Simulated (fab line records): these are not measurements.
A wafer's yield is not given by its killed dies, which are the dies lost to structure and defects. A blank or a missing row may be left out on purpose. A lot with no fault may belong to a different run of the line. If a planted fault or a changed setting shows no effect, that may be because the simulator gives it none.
The tool behind it: which one? -- flow nandHarc -- 11 lots with 33 wafers sampled at 6 steps, on a route of 1159 steps

## WHAT THE GAUGES READ, wafer by wafer
NHARC_A_SGD_CUT_THK_MEAS_22: measures by ellipsometry.
lot,measured,on,thkNm (nm)
L339,day 14 14:35,filmMetro-01,145.5 145.4 146.4
L340,day 14 14:35,filmMetro-02,149.5 150.4 149.0
L341,day 15 20:04,filmMetro-01,147.9 146.5 144.6
L343,day 16 01:07,filmMetro-02,147.2 145.6 147.6
L345,day 16 14:34,filmMetro-02,149.6 147.2 148.9
L348,day 18 08:56,filmMetro-02,105.9 104.5 148.8 103.6 102.3 146.0
L349,day 18 09:05,filmMetro-01,147.5 145.6 147.1
L355,day 18 09:05,filmMetro-02,147.8 147.3 147.9
L353,day 19 00:38,filmMetro-01,104.9 148.1 102.9 103.1 149.9 105.9
L358,day 19 23:02,filmMetro-02,147.7 147.1 146.8
L357,day 19 23:02,filmMetro-01,149.9 150.1 149.7

## TOOL THAT RAN EACH LOT (tool first, then ch and the chambers of the sampled wafers, then the start)
lot,NHARC_A_SGD_CUT_DESCUM_14,NHARC_A_SGD_CUT_ETCH_16,NHARC_A_SGD_CUT_STRIP_17,NHARC_A_SGD_CUT_DEP_20,NHARC_A_SGD_CUT_CMP_21
L339,"rieDiel-04 ch 0,2, day 14 08:40","rieDiel-04 ch 0,2, day 14 09:48 or earlier","rieDiel-04 ch 0,1, day 14 09:48 or earlier","fcvd-02 ch 0,1, day 14 09:48","cmp-02 ch 0,1,3, day 14 14:20"
L340,"rieDiel-02 ch 2,3, day 14 10:08","rieDiel-02 ch 0,1,3, day 14 11:25 or earlier","rieDiel-02 ch 0,1,3, day 14 11:25 or earlier","fcvd-01 ch 0,1, day 14 11:25","cmp-04 ch 1,2,3, day 14 14:20"
L341,"rieDiel-04 ch 0,1,3, day 15 13:58","rieDiel-04 ch 0,1,2, day 15 15:06 or earlier","rieDiel-04 ch 0,2,3, day 15 15:06 or earlier","fcvd-01 ch 0,1, day 15 15:06","cmp-02 ch 1,2,3, day 15 19:50"
L343,"rieDiel-01 ch 1,3, day 15 18:24","rieDiel-01 ch 0,1,2, day 15 19:36 or earlier","rieDiel-01 ch 0,1,3, day 15 19:36 or earlier","fcvd-02 ch 0,1, day 15 19:36","cmp-02 ch 1,2, day 16 00:52"
L345,"rieDiel-02 ch 0,2,3, day 16 09:24","rieDiel-02 ch 0,1,2, day 16 10:31 or earlier","rieDiel-02 ch 0,1,3, day 16 10:31 or earlier","fcvd-02 ch 0,1, day 16 10:31","cmp-04 ch 1,2,3, day 16 14:20"
L348,"rieDiel-02 ch 0,2,3, day 17 21:08","rieDiel-02 ch 1,2, day 17 22:14 or earlier","rieDiel-02 ch 0,3, day 17 22:14 or earlier","fcvd-01 ch 0,1, day 17 22:14","cmp-03 ch 1,2,3, day 18 08:43"
L349,"rieDiel-01 ch 0,2,3, day 17 21:16","rieDiel-01 ch 0,3, day 17 22:26 or earlier","rieDiel-01 ch 1,2, day 17 22:26 or earlier","fcvd-02 ch 0,1, day 17 22:26","cmp-02 ch 1,3, day 18 08:51"
L355,"rieDiel-04 ch 0,2,3, day 18 05:40","rieDiel-04 ch 0,1,3, day 18 06:47 or earlier","rieDiel-04 ch 0,2,3, day 18 06:47 or earlier","fcvd-02 ch 0,1, day 18 06:47","cmp-04 ch 0,1,3, day 18 08:50"
L353,"rieDiel-02 ch 0,1,3, day 18 17:43","rieDiel-02 ch 1,2,3, day 18 18:52 or earlier","rieDiel-02 ch 0,1,2, day 18 18:52 or earlier","fcvd-01 ch 0,1, day 18 18:52","cmp-02 ch 0,1,3, day 19 00:23"
L358,"rieDiel-04 ch 0,2,3, day 19 16:04","rieDiel-04 ch 0,1,3, day 19 17:11 or earlier","rieDiel-04 ch 0,1,2, day 19 17:11 or earlier","fcvd-02 ch 0,1, day 19 17:11","cmp-04 ch 0,2,3, day 19 22:48"
L357,"rieDiel-02 ch 0,3, day 19 16:25","rieDiel-02 ch 0,1,2, day 19 17:35 or earlier","rieDiel-02 ch 0,1, day 19 17:35 or earlier","fcvd-02 ch 0,1, day 19 17:35","cmp-03 ch 0,2, day 19 22:49"
- NHARC_A_SGD_CUT_DESCUM_14: chemistry O2, time 3 s.
- NHARC_A_SGD_CUT_ETCH_16: etches the open film in C4F8/O2/Ar, target depth 310.5 nm, time 155.2 s.
- NHARC_A_SGD_CUT_STRIP_17: strips in O2.
- NHARC_A_SGD_CUT_DEP_20: deposits SiO2, target thk 150 nm.
- NHARC_A_SGD_CUT_CMP_21: polishes, target thk 148.19 nm.

## THE ANSWER, worked out from the rows above alone
Rule: the lots themselves supply what counts as usual. The widest of any qualifying gaps counts: lots, ordered by their means at a reading, are off when they make up no more than a third of the lots, leave a main group of 4 or more, and stand apart from it by 3 or more times the standard deviation of that group's means. Not used: any main group whose means are identical at the precision the tables above print for the reading. Also off: a lot with no number at a reading for which 4 or more lots have one. The other lots that the step has rows for count as sound.
Off: L348, L353, at NHARC_A_SGD_CUT_THK_MEAS_22 (thkNm). Main group: mean 147.6 nm, sd 1.4.
If a tool, at a process step before that reading, ran all the lots that are off and no sound lot after the first of them, it fits. Those tools and the gauges at NHARC_A_SGD_CUT_THK_MEAS_22 are tried in the same way. With no start given for some of its lots, NHARC_A_SGD_CUT_ETCH_16 uses the hours and lot order of NHARC_A_SGD_CUT_DEP_20. With no start given for some of its lots, NHARC_A_SGD_CUT_STRIP_17 uses the hours and lot order of NHARC_A_SGD_CUT_DEP_20. One candidate fits, namely fcvd-01 at NHARC_A_SGD_CUT_DEP_20. A fault onset in the window from L341 (day 15 15:06, its last sound lot) to L348 (day 17 22:14, its first lot off) fits.

## WHAT THE SIMULATOR HAD INSERTED
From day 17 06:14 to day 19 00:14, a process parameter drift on fcvd-01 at NHARC_A_SGD_CUT_DEP_20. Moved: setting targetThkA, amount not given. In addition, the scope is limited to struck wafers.
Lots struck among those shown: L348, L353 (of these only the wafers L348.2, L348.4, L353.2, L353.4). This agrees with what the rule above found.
